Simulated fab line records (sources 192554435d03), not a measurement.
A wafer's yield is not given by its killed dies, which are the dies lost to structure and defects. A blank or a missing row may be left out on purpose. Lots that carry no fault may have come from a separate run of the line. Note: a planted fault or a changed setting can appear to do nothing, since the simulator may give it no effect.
Which tool was responsible? -- flow n5-finfet -- 33 wafers from 11 lots sampled at 3 of the route's 1938 steps

WHAT THE GAUGES READ, wafer by wafer
N5_BEOL_M7_OVL_MEAS_12.
lot,measured,on,M7_OVL (nm)
L074,day 9 07:19,overlay-02,-0.1 -0.7 -0.1
L077,day 10 01:41,overlay-02,-0.9 -0.4 -1.5
L079,day 10 11:32,overlay-02,-0.2 -0.8 0.2
L081,day 10 18:41,overlay-01,0.4 -1.2 0.0
L083,day 11 19:32,overlay-02,-1.2 -0.7 -1.2
L084,day 11 22:30,overlay-01,-0.5 -0.5 -0.3
L087,day 12 01:38,overlay-01,-0.2 -0.2 -1.1
L090,day 13 12:04,overlay-02,0.3 0.6 -0.5
L093,day 13 16:33,overlay-01,-0.5 -1.0 0.6
L094,day 14 10:14,overlay-02,-0.6 -0.8 -1.9
L097,day 14 20:27,overlay-02,-0.8 0.0 -0.6

WHICH TOOL RAN EACH LOT (tool, then ch and the chambers of the sampled wafers, then the start)
lot,N5_BEOL_M6_DESCUM_33,N5_BEOL_M7_HM_DEP_02
L074,"rie-diel-03 ch 0,3, day 8 19:18","pvd-sputter-02, day 9 00:28"
L077,"rie-diel-03 ch 0,1,3, day 9 20:34","pvd-sputter-01, day 10 01:09"
L079,"rie-diel-03 ch 1,2,3, day 10 05:14","pvd-sputter-02, day 10 11:00"
L081,"rie-diel-02 ch 0,1, day 10 10:35","pvd-sputter-01, day 10 18:09"
L083,"rie-diel-06 ch 0,1,3, day 11 11:59","pvd-sputter-03, day 11 19:01"
L084,"rie-diel-06 ch 0,1, day 11 18:13","pvd-sputter-03, day 11 21:58"
L087,"rie-diel-03 ch 0,2,3, day 11 20:26","pvd-sputter-03, day 12 01:07"
L090,"rie-diel-02 ch 0,1,2, day 13 06:37","pvd-sputter-01, day 13 11:32"
L093,"rie-diel-06 ch 2,3, day 13 11:46","pvd-sputter-03, day 13 16:01"
L094,"rie-diel-02 ch 0,2,3, day 14 04:16","pvd-sputter-03, day 14 09:42"
L097,"rie-diel-06 ch 0,1,2, day 14 14:38","pvd-sputter-01, day 14 20:02"
- N5_BEOL_M6_DESCUM_33: chemistry O2, time 7 s.
- N5_BEOL_M7_HM_DEP_02: deposits TiN, target thk 20 nm.

THE ANSWER, worked out from the rows above alone
Rule: what is usual is taken from the lots themselves. The widest of any qualifying gaps counts: lots, ordered by their means at a reading, are off when they make up no more than a third of the lots, leave a main group of 4 or more, and stand apart from it by 3 or more times the standard deviation of that group's means. Not used: any main group whose means are identical at the precision the tables above print for the reading. Also off: a lot with no number at a reading for which 4 or more lots have one. The other lots that the step has rows for count as sound.
Nothing can be told from this: no lot is off at any reading shown.

WHAT THE SIMULATOR PUT IN
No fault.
